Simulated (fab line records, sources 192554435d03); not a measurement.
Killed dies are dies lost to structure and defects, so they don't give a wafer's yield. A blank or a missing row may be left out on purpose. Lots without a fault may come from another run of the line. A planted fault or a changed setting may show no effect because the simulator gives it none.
Chamber matching | flow n5_finfet | N5_GATE_CUT_ETCH_28 on rie_diel-03: 4 sister chambers
The step etches underlayer in N2/H2, target depth 13 nm, time 10.4 s. 8 wafers are shown with their chamber, then 10 later ones without.

WAFERS WITH THEIR CHAMBER
wafer  | chamber | showerhead_plenum_p_Torr (Torr) | throttle_valve_pct (%)
L080.6 | 3       | 2.65                            | 17.96
L082.1 | 3       | 2.65                            | 17.96
L082.3 | 1       | 2.54                            | 18.28
L082.4 | 0       | 2.68                            | 17.99
L087.2 | 1       | 2.53                            | 18.31
L087.5 | 2       | 2.42                            | 17.95
L088.2 | 0       | 2.68                            | 17.98
L088.4 | 2       | 2.42                            | 17.95

WAFERS WITHOUT THEIR CHAMBER
wafer  | showerhead_plenum_p_Torr (Torr) | throttle_valve_pct (%)
L088.5 | 2.53                            | 18.29
L090.1 | 2.68                            | 18.02
L090.4 | 2.42                            | 17.97
L090.5 | 2.53                            | 18.32
L093.1 | 2.67                            | 18.03
L093.3 | 2.64                            | 18.01
L093.5 | 2.42                            | 17.98
L096.1 | 2.67                            | 18.03
L096.2 | 2.63                            | 18.01
L096.3 | 2.42                            | 17.99

WHICH CHAMBER EACH WENT THROUGH
wafer  | from the rows above | in truth
L088.5 | 1                   | 1
L090.1 | 0                   | 0
L090.4 | 2                   | 2
L090.5 | 1                   | 1
L093.1 | 0                   | 0
L093.3 | 3                   | 3
L093.5 | 2                   | 2
L096.1 | 0                   | 0
L096.2 | 3                   | 3
L096.3 | 2                   | 2
Placed correctly: 10 of 10. Can't be placed from these rows: 0. Placed wrongly: 0.
How it was worked out, from the rows above alone: a wafer's distance from a chamber is the root of the sum, over the readings, of the square of ((its reading less the chamber's mean) divided by the reading's scatter). The wafer belongs to the nearest chamber; if the next one is less than 2 further off, it can't be placed. A chamber's mean is the mean of its shown wafers. The scatter: the root of (the sum of the squares of (reading less its chamber's mean) over the shown wafers, divided by (wafers less chambers)).
